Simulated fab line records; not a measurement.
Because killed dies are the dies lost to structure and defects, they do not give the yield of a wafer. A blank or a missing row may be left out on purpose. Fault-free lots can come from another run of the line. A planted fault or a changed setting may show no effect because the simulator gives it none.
Split-lot study	flow n5-finfet	7 lots, 21 wafers read, on a route of 1938 steps

ABOUT THE SPLIT
At N5_BEOL_M3_PECVD_72 (deposits SiO2 from TEOS/O2, target thk 16 nm, time 18 s), the setting time-s was moved away from the recipe's 18 s on 8 of the 21 wafers read, by -14.3% to +9.4%. The other wafers ran this setting at the recipe's value.

The reading comes from the split's own step.

THE READING
SiO2_of_BEOL_M3_PECVD_72.thk-nm (the simulator's own value, which no gauge read), in nm, at N5_BEOL_M3_PECVD_72 (deposits SiO2 from TEOS/O2, target thk 16 nm, time 18 s). The file does not state a usual value for it. Average 16.1 nm, standard deviation 0.23 nm, over the 13 wafers here run with the recipe.

wafer	tool, chamber at the split	time-s as run, s	against the recipe	SiO2_of_BEOL_M3_PECVD_72.thk-nm, nm	against lot-mates on the recipe
L080.1	pecvd-03, 0	16.44	-8.7%	14.6	-1.8
L080.4	pecvd-03, 2,0	18	recipe	16.4	-
L080.6	pecvd-03, 2,0	18	recipe	16.4	-
L081.3	pecvd-03, 2	15.43	-14.3%	14	-2.2
L081.4	pecvd-03, 2	15.43	-14.3%	14.2	-2.0
L081.5	pecvd-03, 1	18	recipe	16.2	-
L085.3	pecvd-02, 1	19.7	+9.4%	17.4	+1.3
L085.4	pecvd-02, 1	18	recipe	16.2	-
L085.5	pecvd-02, 0	18	recipe	16	-
L089.2	pecvd-02, 2	18	recipe	16.4	-
L089.4	pecvd-02, 1,0	16.01	-11.1%	14.6	-1.8
L089.5	pecvd-02, 1,0	16.01	-11.1%	14.6	-1.8
L092.1	pecvd-02, 1	18	recipe	15.6	-
L092.4	pecvd-02, 1	18.85	+4.7%	16.6	+0.8
L092.6	pecvd-02, 0	18	recipe	16	-
L094.3	pecvd-04, 0,2	18	recipe	16.2	-
L094.5	pecvd-04, 0,2	18	recipe	16.2	-
L094.4	pecvd-04, 1	18	recipe	16	-
L095.3	pecvd-04, 2	18	recipe	15.8	-
L095.4	pecvd-04, 2	19.36	+7.6%	17.2	+1.3
L095.5	pecvd-04, 1	18	recipe	16	-
Rows listing several chambers each stand for several wafers; the file does not say which wafer went through which chamber.

FIT RESULTS
A straight line over all 21 wafers: SiO2_of_BEOL_M3_PECVD_72.thk-nm changes by +0.14 nm for each +1% of time-s; r = +0.98; the points scatter about the line by 0.21 nm.
The same after taking each lot's own level away (the mean of its wafers on the recipe; 21 wafers): +0.157 nm for each +1%; r = +0.99; scatter 0.15 nm.
According to that fit, moving time-s by its largest amount changes the reading by 2.2 nm.
The span of the lots' own levels, 15.80 to 16.40 nm, comes to 2.6 times the standard deviation stated above.
Thus the slope moves with the lot-to-lot level: the two fits are different.
Check: for one of the wafers moved furthest among these (-14.3%), held out of the fit, the line's prediction against its lot-mates is -2.27 nm. Against them it came out at -2.2 nm.

THESE WAFERS: OTHER SPLITS
Before the reading, these wafers also passed through other splits. Each is held against what the fit with the lots' levels taken away leaves over:
other split on the same wafers	wafers away from the commonest value	r with SiO2_of_BEOL_M3_PECVD_72.thk-nm (lot level and that fit taken away)
N5_BEOL_M2_DESCUM_16 time-s	6	+0.00

FILE'S OWN FIT
SiO2_of_BEOL_M3_PECVD_72.thk-nm changes by +0.16 nm for each +1% of time-s, r = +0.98.
